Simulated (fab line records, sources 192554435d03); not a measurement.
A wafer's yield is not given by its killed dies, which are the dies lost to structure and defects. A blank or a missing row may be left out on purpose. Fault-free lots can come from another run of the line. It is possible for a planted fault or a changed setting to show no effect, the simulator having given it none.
Which of the tools did it?    flow n5 finfet    24 wafers from 8 lots sampled at 5 of the route's 1938 steps

WHAT EACH GAUGE READ, for each wafer
N5_BEOL_M4_RC_MEAS_101.
lot   measured      on         REXT_N (ohm.um)
L568  day 9 02:06   prober-02  77.8 78.8 78.5
L570  day 9 11:50   prober-02  73.8 73.4 73.4
L573  day 10 09:09  prober-01  75.6 75.2 75.4
L579  day 12 10:47  prober-02  86.1 87.2 87.2
L580  day 12 04:38  prober-02  85.2 86.5 85.6
L586  day 13 21:12  prober-01  74.7 75.6 74.2
L587  day 14 01:19  prober-02  77.4 76.1 75.9
L588  day 14 04:28  prober-02  75.5 74.2 74.5

WHAT TOOL EACH LOT RAN ON (gives the tool, then ch and the chambers of the sampled wafers, and finally the start)
lot   N5_DUMMY_GATE_ETCH_42              N5_DUMMY_GATE_STRIP_48             N5_SPACER0_ALD_00                 N5_SD_EPI_P_VAPOR_ETCH_44
L568  rie diel-04 ch 0,1,3, day 3 12:10  rie diel-04 ch 0,1,3, day 3 12:13  ald sin-04 ch 0,2,3, day 3 12:35  epi rpcvd-02 ch 0, day 3 19:04
L570  rie diel-04 ch 1,2, day 4 03:43    rie diel-04 ch 1,2, day 4 03:46    ald sin-03 ch 0,1, day 4 05:01    epi rpcvd-02 ch 0, day 4 14:37
L573  rie diel-02 ch 0,3, day 4 19:59    rie diel-02 ch 0,3, day 4 20:02    ald sin-03 ch 0,3, day 4 21:20    epi rpcvd-02 ch 0, day 5 05:12
L579  rie diel-04 ch 0,2,3, day 6 06:31  rie diel-04 ch 0,2,3, day 6 06:34  ald sin-03 ch 0,2,3, day 6 06:58  epi rpcvd-02 ch 0, day 6 14:55
L580  rie diel-02 ch 0,3, day 6 13:27    rie diel-02 ch 0,3, day 6 13:29    ald sin-03 ch 1,2,3, day 6 13:52  epi rpcvd-02 ch 0, day 6 21:42
L586  rie diel-04 ch 0,2, day 8 00:34    rie diel-04 ch 0,2, day 8 00:37    ald sin-02 ch 2,3, day 8 01:00    epi rpcvd-04 ch 0, day 8 08:26
L587  rie diel-02 ch 1,2,3, day 8 08:18  rie diel-02 ch 1,2,3, day 8 08:20  ald sin-04 ch 1,3, day 8 09:02    epi rpcvd-01 ch 0, day 8 17:22
L588  rie diel-01 ch 0,2,3, day 8 14:18  rie diel-01 ch 0,2,3, day 8 14:20  ald sin-02 ch 0,2,3, day 8 14:43  epi rpcvd-01 ch 0, day 8 21:33
- N5_DUMMY_GATE_ETCH_42: etches SiO2 in CHF3/O2, target depth 3.5 nm, time 31 s.
- N5_DUMMY_GATE_STRIP_48: strips in N2/H2, time 20 s.
- N5_SPACER0_ALD_00: deposits SiOCN, target thk 3.5 nm, pulse time 3 s, purge time 2 s.
- N5_SD_EPI_P_VAPOR_ETCH_44: etches SiGe30 in NF3/Ar, time 3.3 s.

THE ANSWER, worked out from the rows above alone
Rule: the usual values come from the lots themselves. The widest of any qualifying gaps counts: lots, ordered by their means at a reading, are off when they make up no more than a third of the lots, leave a main group of 4 or more, and stand apart from it by 3 or more times the standard deviation of that group's means. Not used: any main group whose means are identical at the precision the tables above print for the reading. Also off: a lot with no number at a reading for which 4 or more lots have one. The other lots that the step has rows for count as sound.
Off: L579, L580, seen at N5_BEOL_M4_RC_MEAS_101 (REXT_N). The main group: mean 75.6 ohm.um, standard deviation 1.5.
If a tool, at a process step before that reading, ran all the lots that are off and no sound lot after the first of them, it fits. The gauges at N5_BEOL_M4_RC_MEAS_101 are tried like those tools. Undecided on this evidence; 2 tools fit (ald sin-03 at N5_SPACER0_ALD_00, epi rpcvd-02 at N5_SD_EPI_P_VAPOR_ETCH_44).

WHAT THE SIMULATOR PUT IN
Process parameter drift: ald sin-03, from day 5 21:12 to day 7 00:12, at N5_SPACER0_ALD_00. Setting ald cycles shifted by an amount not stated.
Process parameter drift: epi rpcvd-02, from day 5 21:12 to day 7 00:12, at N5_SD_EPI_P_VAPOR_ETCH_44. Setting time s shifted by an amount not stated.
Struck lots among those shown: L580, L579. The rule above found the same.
